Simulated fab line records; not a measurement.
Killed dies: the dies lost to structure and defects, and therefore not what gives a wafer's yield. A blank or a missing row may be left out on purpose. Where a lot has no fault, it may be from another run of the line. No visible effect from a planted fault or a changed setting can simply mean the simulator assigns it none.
fab line records ; flow n5-finfet
[record] lots = 5; wafers = 11; last-day = 16
route steps=1938 shown SDB@373 DUMMY_REMOVAL@377 HKMG_FIN@385 BEOL_M4@1111 PASSIVATION@1936
lots untouched by any fault: they come from a run of this same line in which no faults occurred
start-h: hours from the record's first day to the start of the lot's first wafer shown ; wait-h: hours elapsed since this lot's preceding step ; " the same as in the row above ; L1.1+2: a single row standing in for several wafers ; - no value present, or no start provided ; * or withheld: withheld ; < > ~ a bound
route shown NAME@n: names a module that has steps shown in the file, with the first one's number in the route ; usual: mean and standard deviation over wafers with no fault ; same: alike in all rows ; chamber/n: place in a boat ; sites: per-site readings ; _std_site: the standard deviation of these ; _edge_site: outer sites' mean less inner sites' ; radius-mm: for every site, how far away it sits from the centre of the wafer ; mask NAME#n: copy n ; behind: tool/chamber where the wafer was last shaped ; hold: cause of the lot's hold/its duration in hours/its outcome ; device: whichever transistor did not switch (one of n, p or np) ; end of line: the same wafers' tests at the end of the route ; where a step has no rows: the recipe by itself ; killed: count of dies lost to structure and defects at first sort (not the wafer's yield) ; map: per-die view of a wafer (x killed, . not killed, _ where there is no die)
set.NAME: the run value of the setting; set.NAME@STEP: its run value at that earlier step ; model.NAME: the simulator's own value behind a step, which no gauge read
a table for each step, a row for each wafer; lots at some steps of the route
[[steps]]
[step N5_SDB_ALD_29]
[recipe] material = SiNx; target-thk-a = 300; temp-c = 400; ald-precursor-family = SiH2I2; ald-co-reactant = N2/H2-plasma; pulse-time-s = 1; ald-cycles = 600; purge-time-s = 2; co-reactant-purge-time-s = 2; pressure-torr = 2
[step N5_SDB_CMP_30]
[recipe] stop-on = poly-Si; t-overpolish-s = 1.54; post-cmp-clean = alkaline-brush; down-force-psi = 4.1491; platen-rpm = 51.796; pad-velocity-m-s = 1.0306; target-thk-nm = 30
[step N5_DUMMY_REMOVAL_HM_STRIP_01]
[recipe] chemistry = CH3F/O2; material = SiNx; target-depth-a = 40; stop-on = poly-Si; time-s = 6.8; over-etch-frac = 0.3; ion-energy-ev = 60; power-w = 410; bias-w = 29; Ar_flow_sccm = 150; CH3F_flow_sccm = 30; O2_flow_sccm = 20
[step N5_DUMMY_REMOVAL_STRIP_10]
[recipe] chemistry = N2/H2; time-s = 40; power-w = 100; temp-c = 40; pressure-mtorr = 100; rf-frequency-hz = 6e+07; bias-power-w = 3; n2-flow-sccm = 300; h2-flow-sccm = 300
[step N5_DUMMY_REMOVAL_PRECLEAN_07]
[recipe] chemistry = dHF; time-s = 30; temp-c = 25; dilution = withheld
[step N5_DUMMY_REMOVAL_DUMMY_REMOVE_02]
[recipe] chemistry = TMAH; temp-c = 70; target = poly-Si; stop-on = SiO2; target-depth-nm = 142; conc-wt-pct = 5; time-s = 57; dry = ipa-marangoni; rinse-time-s = 30; rinse-temp-c = 23
[step N5_DUMMY_REMOVAL_PRECLEAN_08]
[recipe] chemistry = NF3:NH3; afs-cycles = 2; temp-c = 30; time-s = 20; sublimation-temp-c = 180; sublimation-time-s = 60; pressure-torr = 3; rf-power-w = 30
[step N5_DUMMY_REMOVAL_PRECLEAN_04]
[recipe] chemistry = DHF; time-s = 37; temp-c = 25; dilution = 500:1
[step N5_DUMMY_REMOVAL_SRD_05]
[recipe] dry = ipa-marangoni; do-ppb = 5; time-s = 30; temp-c = 23; rinse-liquid = diw
[step N5_HKMG_FIN_IL_REGROW_00]
[recipe] material = SiO2; target-thk-a = 7.5; chemistry = O3; temp-c = withheld; time-s = 30
lot.wafer;tool;chamber;start-h;wait-h
L985.2+3+4;ald-hk-02;2,3,0;133.09;0.0
L987.3+4;ald-hk-02;0,1;143.95;0.0
L991.2+3;ald-hk-02;1,0;165.40;0.0
L993.2+6;ald-hk-02;0,1;176.78;0.0
L994.2+4;ald-hk-02;1,0;181.41;0.0
[step N5_HKMG_FIN_HK_ALD_01]
[recipe] material = HfO2; target-thk-a = 16; temp-c = withheld; ald-precursor-family = HfCl4; ald-co-reactant = H2O; pulse-time-s = 3; purge-time-s = 3; co-reactant-purge-time-s = 2.5; co-reactant-pulse-time-s = 0.3; ald-cycles = 30
[step N5_HKMG_FIN_HK_ANNEAL_02]
[recipe] temp-c = 700; time-s = 30; ambient = N2; idle-temp-c = 600; ramp-up-c-per-s = 150; ramp-down-c-per-s = 60; cool-to-c = 600
[step N5_HKMG_FIN_ALD_74]
[recipe] material = La2O3; target-thk-a = 5; temp-c = 250; ald-precursor-family = La-Cp; ald-co-reactant = O3; pulse-time-s = 6; co-reactant-pulse-time-s = 1; purge-time-s = 3; co-reactant-purge-time-s = 3
[step N5_HKMG_FIN_ALD_75]
[recipe] material = Al2O3; target-thk-a = 10; temp-c = 150; ald-precursor-family = TMA; ald-co-reactant = H2O; pulse-time-s = withheld; co-reactant-pulse-time-s = 1
[step N5_HKMG_FIN_COAT_41]
[recipe] resist = SOC; temp-c = 250; time-s = 60; spin-rpm = 1500; resist-thk-nm = 300
[step N5_HKMG_FIN_COAT_42]
[recipe] resist = SiARC; temp-c = 220; time-s = 60; spin-rpm = 1500; resist-thk-nm = 35
[step N5_HKMG_FIN_COAT_43]
[recipe] resist = CAR-ArF; spin-rpm = 1500; resist-thk-nm = 90
[step N5_HKMG_FIN_EBR_45]
[recipe] solvent = PGMEA; ebr-width-mm = 1.5
[step N5_HKMG_FIN_SOFTBAKE_44]
[recipe] temp-c = 110; time-s = 60; resist = CAR-ArF
[step N5_HKMG_FIN_EXPOSE_46]
[recipe] mask-id = NDIPOLE; na = 1.35; source-shape = conventional; sigma-outer = 0.8; polarization = unpolarized; dose-mj = 40
[step N5_HKMG_FIN_PEB_47]
[recipe] peb-temp-c = withheld; peb-time-s = 60; resist = CAR-ArF
[step N5_HKMG_FIN_DEVELOP_48]
[recipe] develop-time-s = 30; developer = TMAH; resist = CAR-ArF; rinse-liquid = diw; dry = air-spin; dev-temp-c = 23
[step N5_HKMG_FIN_DESCUM_53]
[recipe] chemistry = O2; time-s = 7.9; source-power-w = 50; bias-power-w = 20; pressure-mtorr = 20; rf-frequency-hz = 2.712e+07; temp-c = 40; resist = CAR-ArF; o2-flow-sccm = 225
[step N5_HKMG_FIN_ETCH_54]
[recipe] chemistry = CF4; target = SiARC; target-depth-a = 455; mask-material = CAR-ArF; time-s = 75.8; ion-energy-ev = 80; pressure-mtorr = 40; source-w = 545; bias-w = 36; Ar_flow_sccm = 100; cf4-flow-sccm = 100; ends = cleared
[step N5_HKMG_FIN_ETCH_55]
[recipe] chemistry = N2/H2; target = SOC; target-depth-a = 2400; temp-c = 40; time-s = 300; ion-energy-ev = 200; mask-material = SiARC; pressure-mtorr = 30; source-w = 840; bias-w = 150; n2-flow-sccm = 200; h2-flow-sccm = 200
[step N5_HKMG_FIN_STRIP_56]
[recipe] chemistry = N2/H2; temp-c = 40; n2-flow-sccm = 200; h2-flow-sccm = 200; rf-frequency-hz = 6e+07
[step N5_HKMG_FIN_STRIP_57]
[recipe] chemistry = CF4; resist = SiARC; power-w = 300; bias-power-w = 75; pressure-mtorr = 50; cf4-flow-sccm = 150; rf-frequency-hz = 6e+07
[step N5_HKMG_FIN_ETCH_58]
[recipe] chemistry = N2/H2; target = SOC; target-depth-a = 2158; ion-energy-ev = 50; bias-w = 13; time-s = 741; pressure-mtorr = 30; source-w = 875; n2-flow-sccm = 200; h2-flow-sccm = 200
[step N5_HKMG_FIN_STRIP_93]
[recipe] chemistry = N2/H2; material = SOC; time-s = 20; power-w = 500; temp-c = 40; pressure-mtorr = 50; rf-frequency-hz = 6e+07; bias-power-w = 8; h2-frac = 0.5; n2-flow-sccm = 300; h2-flow-sccm = 300
[step N5_HKMG_FIN_WET_ETCH_76]
[recipe] chemistry = dNH4OH; mix = 1:50; temp-c = 25; target = Al2O3; stop-on = La2O3; target-depth-nm = 2.25; dry = ipa-marangoni; rinse-time-s = 30; rinse-temp-c = 23
[step N5_HKMG_FIN_STRIP_60]
[recipe] chemistry = N2/H2; power-w = 2500; temp-c = 300; h2-frac = 0.65; time-s = 360; pressure-mtorr = withheld; n2-flow-sccm = 1750; h2-flow-sccm = 3250
[step N5_HKMG_FIN_WET_ETCH_77]
[recipe] chemistry = dHCl; mix = 1:10000; temp-c = 25; target = La2O3; stop-on = HfO2; target-depth-nm = 2
[step N5_HKMG_FIN_WET_ETCH_78]
[recipe] chemistry = dNH4OH; mix = 1:50; temp-c = 25; target = Al2O3; stop-on = La2O3; target-depth-nm = 4.5; dry = ipa-marangoni; rinse-time-s = 30; rinse-temp-c = 23
[step N5_HKMG_FIN_ALD_79]
[recipe] material = TiN; target-thk-a = 15; temp-c = 400; ald-precursor-family = TiCl4; ald-co-reactant = NH3; pulse-time-s = 1; purge-time-s = 3; co-reactant-purge-time-s = 2; co-reactant-pulse-time-s = 2; ald-cycles = 68; pressure-torr = 3
[step N5_HKMG_FIN_CVD_62]
[recipe] material = a-Si; target-thk-a = 30; temp-c = 500; precursor = Si2H6; pressure-torr = 1; time-s = 20.8
[step N5_HKMG_FIN_RTA_80]
[recipe] temp-c = withheld; time-s = 2; ambient = N2; idle-temp-c = 600; ramp-up-c-per-s = 150; ramp-down-c-per-s = 60; cool-to-c = 600
[step N5_BEOL_M4_RC_MEAS_101]
[usual] DIBL_N = 36.1/1.5; DIBL_P = 36.1/1.9; EOT_N = 10.53/0.1; EOT_P = 10.49/0.095; IGATE_N = 0.0128/0.002; IGATE_P = 0.0038/0.00061; IOFF_N = 0.159/0.029; IOFF_P = 0.21/0.038; ION_N = 675/11; ION_P = 464/8.1; SS_N = 71.5/0.57; SS_P = 73.3/0.64; VT_N = 249/3.1; VT_P = -250/3.8
lot.wafer;tool;chamber;start-h;wait-h;DIBL_N[mV/V];DIBL_P[mV/V];EOT_N;EOT_P;IGATE_N[nA/um];IGATE_P[nA/um];IOFF_N[nA/um];IOFF_P[nA/um];ION_N[uA/um];ION_P[uA/um];SS_N[mV/dec];SS_P[mV/dec];VT_N[mV];VT_P[mV]
L985.2;prober-02;0;221.04;0.2;36.2;35.2;10.62;10.53;0.0125;0.0038;0.136;0.21;667;465;71.3;73.1;251;-249
L985.3;prober-02;0;221.04;0.2;38.5;38.5;10.59;10.60;0.0111;0.0033;0.194;0.27;688;475;72.3;74.2;245;-245
L985.4;prober-02;0;221.04;0.2;38.9;38.6;10.63;10.56;0.0114;0.0034;0.195;0.27;682;472;71.8;74.2;244;-243
L987.3;prober-01;0;227.03;0.3;38.9;38.2;10.55;10.56;0.0119;0.0036;0.232;0.31;695;477;72.1;74.8;242;-240
L987.4;prober-01;0;227.03;0.3;37.5;37.0;10.62;10.41;0.0108;0.0033;0.194;0.28;686;480;72.1;74.1;246;-243
L991.2;prober-01;0;255.17;0.2;33.9;33.1;9.91;9.99;0.0310;0.0094;0.140;0.17;684;466;70.4;73.1;252;-253
L991.3;prober-01;0;255.17;0.2;37.0;36.3;9.98;10.07;0.0291;0.0089;0.181;0.22;693;469;71.2;73.0;249;-251
L993.2;prober-01;0;269.68;0.2;37.6;37.9;10.15;10.01;0.0237;0.0071;0.173;0.19;671;460;72.3;73.4;250;-255
L993.6;prober-01;0;269.68;0.2;37.5;38.5;10.52;10.43;0.0113;0.0034;0.180;0.20;678;460;72.7;73.3;248;-253
L994.2;prober-01;0;274.21;0.2;33.8;35.8;10.38;10.17;0.0214;0.0064;0.141;0.20;685;469;71.3;73.0;250;-250
L994.4;prober-01;0;274.21;0.2;37.4;40.7;10.57;10.43;0.0122;0.0036;0.218;0.29;696;479;72.7;74.3;245;-247
[step N5_PASSIVATION_PROBE_49]
[usual] defect-limited-yield = 91.5/1.6; killed_at_M0_to_M3 = 33/10; killed_at_M4_up = 13/5.6; killed-at-contacts = 13/6; killed-at-front-end = 39/12; killed-at-other = 3.0/2.8; killed-dies = 101/19; killed-open = 65/13; killed-short = 32/8.3; sort_bin_4_leakage = 0.00/0.0072; sort_bin_5_function = 5.0/1; sort_bin_6_memory = 3.1/0.69; sort-n-pass = 1079/19; sort-yield-pct = 91.5/1.6
[same] gross-dies = 1180; killed-at-back-side = 0; sort_bin_8_speed[%] = 0
lot.wafer;tool;chamber;start-h;wait-h;defect-limited-yield[%];killed_at_M0_to_M3;killed_at_M4_up;killed-at-contacts;killed-at-front-end;killed-at-other;killed-dies;killed-open;killed-short;sort_bin_4_leakage[%];sort_bin_5_function[%];sort_bin_6_memory[%];sort-n-pass;sort-yield-pct[%]
L985.2;prober-02;-;323.66;0.1;86.9;66;23;15;47;4;155;89;62;0;7.2;5.0;1025;86.9
L985.3;prober-02;-;323.71;0.1;91.3;29;21;19;33;1;103;70;30;0;6.3;2.0;1077;91.3
L985.4;prober-02;-;323.76;0.2;89.2;47;5;25;46;4;127;80;40;0;6.5;3.1;1053;89.2
L987.3;prober-02;-;338.48;0.1;92.4;46;11;6;27;0;90;58;30;0;4.7;2.6;1090;92.4
L987.4;prober-02;-;338.53;0.2;92.3;48;12;5;24;2;91;60;27;0;4.8;2.7;1089;92.3
L991.2;prober-02;-;360.06;0.1;90.1;28;22;15;51;1;117;81;36;0.08;5.9;3.5;1062;90.0
L994.2;prober-01;-;376.94;0.1;94.9;26;16;7;11;0;60;44;15;0;2.8;2.2;1120;94.9
L994.4;prober-01;-;377.04;0.2;94.6;12;11;10;30;1;64;35;24;0;2.6;2.1;1116;94.6
L993.2;prober-02;-;389.54;0.1;93.4;18;15;10;34;1;78;47;28;0;4.2;2.2;1102;93.4
L993.6;prober-02;-;389.74;0.3;93.6;24;12;15;24;0;75;52;22;0;3.4;2.8;1105;93.6
// killed by level:class
L985.2 BEOL_M0_SAQP:geometric-particle:short=20 FIN_SAQP:geometric-particle:short=19 BEOL_M0_SAQP:geometric-particle:open=19 MOL_CONTACT_COAG:geometric-particle:open=15 BEOL_M4:geometric-particle:open=14 FIN_SAQP:geometric-particle:open=13 BEOL_M3:geometric-particle:open=7 DUMMY_GATE:geometric-particle:open=5
L985.3 BEOL_M4:geometric-particle:open=15 MOL_CONTACT_COAG:geometric-particle:open=15 BEOL_M0_SAQP:geometric-particle:open=11 FIN_SAQP:geometric-particle:short=9 STI_FIN_REVEAL:geometric-particle:open=7 BEOL_M0_SAQP:geometric-particle:short=6 BEOL_M3:geometric-particle:open=6 FIN_SAQP:geometric-particle:open=5
L985.4 MOL_CONTACT_COAG:geometric-particle:open=23 BEOL_M0_SAQP:geometric-particle:open=10 FIN_SAQP:geometric-particle:short=9 BEOL_M3:geometric-particle:open=9 BEOL_M0_SAQP:geometric-particle:short=7 GATE_CUT:geometric-particle:short=6 STARTING-WAFER:geometric-particle:open=6 HKMG_FIN:area-etch=6
L987.3 BEOL_M0_SAQP:geometric-particle:open=12 BEOL_M0_SAQP:geometric-particle:short=10 BEOL_M1:geometric-particle:open=8 BEOL_M4:geometric-particle:open=7 FIN_SAQP:geometric-particle:short=6 BEOL_M2:geometric-particle:open=6 GATE_CUT:geometric-particle:short=5 BEOL_M3:geometric-particle:open=5
L987.4 BEOL_M2:geometric-particle:open=16 BEOL_M3:geometric-particle:open=10 FIN_SAQP:geometric-particle:open=6 BEOL_M2:geometric-particle:short=5 MOL_CONTACT_COAG:geometric-particle:open=4 BEOL_M0_SAQP:geometric-particle:short=4 BEOL_M1:geometric-particle:open=4 BEOL_M4:geometric-particle:open=4
L991.2 MOL_CONTACT_COAG:geometric-particle:open=13 DUMMY_GATE:geometric-particle:open=10 BEOL_M3:geometric-particle:open=9 BEOL_M4:geometric-particle:open=8 STI_FIN_REVEAL:geometric-particle:open=6 GATE_CUT:geometric-particle:short=6 BEOL_M1:geometric-particle:open=6 BEOL_M2:geometric-particle:open=5
L994.2 BEOL_M2:geometric-particle:open=9 MOL_CONTACT_COAG:geometric-particle:open=6 BEOL_M3:geometric-particle:open=6 BEOL_M4:geometric-particle:open=6 FIN_SAQP:geometric-particle:short=3 BEOL_M0_SAQP:geometric-particle:open=3 DUMMY_GATE:geometric-particle:open=2 GATE_CUT:geometric-particle:short=2
L994.4 MOL_CONTACT_COAG:geometric-particle:open=7 FIN_SAQP:geometric-particle:short=5 DUMMY_GATE:geometric-particle:open=4 GATE_CUT:geometric-particle:short=4 STARTING-WAFER:geometric-particle:open=4 FIN_SAQP:geometric-particle:open=3 STI_FIN_REVEAL:geometric-particle:open=3 MOL_CONTACT_COAG:geometric-particle:short=3
L993.2 GATE_CUT:geometric-particle:short=6 MOL_CONTACT_COAG:geometric-particle:open=6 BEOL_M0_SAQP:geometric-particle:open=6 BEOL_M3:geometric-particle:open=6 FIN_CUT:geometric-particle:short=4 FIN_CUT:geometric-particle:open=4 STI_FIN_REVEAL:geometric-particle:open=4 MOL_CONTACT_COAG:geometric-particle:short=4
L993.6 MOL_CONTACT_COAG:geometric-particle:open=12 BEOL_M3:geometric-particle:open=8 BEOL_M0_SAQP:geometric-particle:open=5 BEOL_M4:geometric-particle:open=4 STI_FIN_REVEAL:geometric-particle:open=3 DUMMY_GATE:geometric-particle:short=3 GATE_CUT:geometric-particle:short=3 MOL_CONTACT_COAG:geometric-particle:short=3
[[key]]
[first-sign] step = N5_BEOL_M4_RC_MEAS_101; reading = IGATE_P; direction = up; sigmas = 6.7; usual = 0.0038; struck = 0.0079
[effect] step = N5_BEOL_M4_RC_MEAS_101; reading = IGATE_N; direction = up; sigmas = 6.6; usual = 0.0128; struck = 0.0263
[effect] step = N5_BEOL_M4_RC_MEAS_101; reading = EOT_P; direction = down; sigmas = 4.5; usual = 10.49; struck = 10.06
[effect] step = N5_BEOL_M4_RC_MEAS_101; reading = EOT_N; direction = down; sigmas = 4.1; usual = 10.53; struck = 10.10
met-at N5_HKMG_FIN_IL_REGROW_00
struck-wafers L991.2,L991.3,L993.2,L994.2
onset-between 143.95 165.40
[fault] kind = process-parameter-drift; tool = ald-hk-02; chamber = -; onset-h = 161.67; steps = N5_HKMG_FIN_IL_REGROW_00; channel = time-s; offset = *; shape = step; end-h = 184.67; scope = struck-wafers-only; stated = *
